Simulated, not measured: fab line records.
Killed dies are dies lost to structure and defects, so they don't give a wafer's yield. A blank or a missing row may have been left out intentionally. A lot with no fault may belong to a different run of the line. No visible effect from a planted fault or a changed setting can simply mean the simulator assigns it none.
A lot that was struck, set against a sound lot | flow n5_finfet | 25 steps out of a route of 1938
Sound: the wafers L763.1, L763.4, L763.6. Wafers L778.1, L778.3, L778.5 were the ones struck. The cause is named last.
Each step with rows lists, per side, the tool, then ch with its chambers, then its first start. Under that, the readings that differ: sound wafers | struck wafers | difference of the means | sigmas: that difference in standard deviations of wafers without a fault.
alike: readings whose means differ by less than 2 such deviations, and words and numbers that are the same on both sides. not compared: withheld readings, readings that some wafer has no value for, bounds like >300 that may hide the same value, and numbers for which the record gives no deviation and whose values overlap.
The two part at a step that has a row with sigmas, a row that says differs or no value, or rows on one side only. Non-overlapping numbers with no deviation appear without sigmas and do not part them. Lack of a reading on every wafer of one side parts them only where that side has two or more wafers.

N5_BEOL_M7_INSPECT_13: inspects for defects (brightfield).
  struck on defect_inspect-02, day 13 17:56; sound on defect_inspect-01, day 9 13:17
  alike: raw_defect_count
then, 2 steps without rows for these wafers: N5_BEOL_M7_DESCUM_16 (chemistry O2, time 7.9 s); N5_BEOL_M7_ETCH_61 (etches SiARC in CF4, target depth 45.5 nm, time 75.8 s).
N5_BEOL_M7_ETCH_62: etches SOC in N2/H2, target depth 110 nm, overetch 22 nm, time 165 s.
  sound on rie_diel-06 ch 1,2,3, day 9 13:32; struck on rie_diel-01 ch 0,2,3, day 13 18:15
  alike: drypump_motor_current_A, oes_product_au, rf_vpp_V, showerhead_plenum_p_Torr, throttle_valve_pct
  not compared: rf_hours_counter_h
then, 1 step without rows for these wafers: N5_BEOL_M7_STRIP_68 (strips in N2/H2).
N5_BEOL_M7_STRIP_67: strips in CF4.
  sound on rie_diel-06 ch 1,2,3, day 9 13:41; struck on rie_diel-01 ch 0,2,3, day 13 18:23
  alike: drypump_motor_current_A, oes_product_au, rf_vpp_V, showerhead_plenum_p_Torr, throttle_valve_pct
  not compared: rf_hours_counter_h
N5_BEOL_M7_HM_OPEN_17: chemistry Cl2/BCl3, target TiN, target depth 20 nm, overetch 6 nm.
  sound on rie_metal-03 ch 0, day 9 13:43; struck on rie_metal-02 ch 0,1, day 13 18:26
  alike: drypump_motor_current_A, mfc_ar_sccm, oes_product_au, throttle_valve_pct
  not compared: rf_hours_counter_h
then, 1 step without rows for these wafers: N5_BEOL_M7_STRIP_19 (strips in O2).
N5_BEOL_M7_CD_MEAS_18: pitch 80 nm, target cd 40 nm.
  struck on cd_sem-03, day 13 18:37; sound on cd_sem-01, day 9 13:54
  reading    | sound          | struck         | difference | sigmas
  cd_nm (nm) | 39.8 39.4 39.5 | 40.6 40.9 40.4 | +1.1       | +2
then, 3 steps without rows for these wafers: N5_BEOL_M7_COAT_63 (time 60 s, resist thk 60 nm); N5_BEOL_M7_COAT_64 (time 60 s, resist thk 12 nm); N5_BEOL_M7_COAT_71 (time 60 s, resist thk 5 nm).
N5_BEOL_M7_COAT_22: resist thk 30 nm.
  sound on litho_track-04 ch 0, day 9 13:57; struck on litho_track-03 ch 0, day 13 18:43
  reading                                      | sound                | struck               | difference | sigmas
  spin_speed_rpm (rpm)                         | 1498.4 1499.0 1500.8 | 1373.3 1373.4 1373.0 | -126.2     | -99 or more
  model.CAR-EUV_of_BEOL_M7_COAT_22.thk_nm (nm) | 30 30 30             | 31.6 31.6 31.6       | +1.6       |
then, 5 steps without rows for these wafers: N5_BEOL_M7_EBR_24; N5_BEOL_M7_SOFTBAKE_23 (time 60 s); N5_BEOL_M7_EXPOSE_25 (exposes mask V6, target cd 40 nm); N5_BEOL_M7_PEB_26 (peb time 60 s); N5_BEOL_M7_DEVELOP_27 (develop time 30 s).
N5_BEOL_M7_CD_MEAS_28: the cd target is 40 nm.
  sound on cd_sem-01 ch 0, day 9 14:13; struck on cd_sem-03 ch 0, day 13 18:59
  alike: cd_nm
N5_BEOL_M7_OVL_MEAS_29:
  sound on overlay-02 ch 0, day 9 14:15; struck on overlay-01 ch 0, day 13 19:01
  alike: V6_OVL
N5_BEOL_M7_INSPECT_30: inspects for defects (brightfield).
  struck on defect_inspect-02, day 13 19:04; sound on defect_inspect-02, day 9 14:19
  alike: raw_defect_count
then, 1 step without rows for these wafers: N5_BEOL_M7_DESCUM_33 (chemistry O2, time 7 s).
N5_BEOL_M7_ETCH_72: etches underlayer in N2/H2, target depth 6.5 nm, time 5.2 s.
  sound on rie_diel-06 ch 0,3, day 9 14:22; struck on rie_diel-02 ch 1,2,3, day 13 19:08
  reading               | sound          | struck         | difference | sigmas
  etch_rf_on_time_s (s) | 5.37 5.29 5.33 | 5.20 5.16 5.13 | -0.17      | -2
  alike: drypump_motor_current_A, oes_product_au, rf_vpp_V, showerhead_plenum_p_Torr, throttle_valve_pct
  not compared: rf_hours_counter_h
N5_BEOL_M7_ETCH_65: etches SiARC in CF4, target depth 15.6 nm, time 26 s.
  sound on rie_diel-06 ch 0,3, day 9 14:23; struck on rie_diel-02 ch 1,2,3, day 13 19:10
  reading                                      | sound      | struck         | difference | sigmas
  model.CAR-EUV_of_BEOL_M7_COAT_22.thk_nm (nm) | 11.2 11 11 | 12.8 12.6 12.6 | +1.6       |
  alike: drypump_motor_current_A, etch_rf_on_time_s, mfc_ar_sccm, oes_product_au, rf_vpp_V, showerhead_plenum_p_Torr, throttle_valve_pct
  not compared: rf_hours_counter_h
N5_BEOL_M7_ETCH_66: etches SOC in N2/H2, target depth 80 nm, overetch 16 nm, time 120 s.
  sound on rie_diel-06 ch 0,3, day 9 14:25; struck on rie_diel-02 ch 1,2,3, day 13 19:11
  alike: drypump_motor_current_A, oes_product_au, rf_vpp_V, showerhead_plenum_p_Torr, throttle_valve_pct
  not compared: rf_hours_counter_h

== WHERE THEY PART ==
At N5_BEOL_M7_CD_MEAS_18 first; at N5_BEOL_M7_ETCH_72 last (within this record only). Later steps at which nothing parts them and some readings are alike: N5_BEOL_M7_ETCH_65, N5_BEOL_M7_ETCH_66.

WHY: whatever the simulator had introduced
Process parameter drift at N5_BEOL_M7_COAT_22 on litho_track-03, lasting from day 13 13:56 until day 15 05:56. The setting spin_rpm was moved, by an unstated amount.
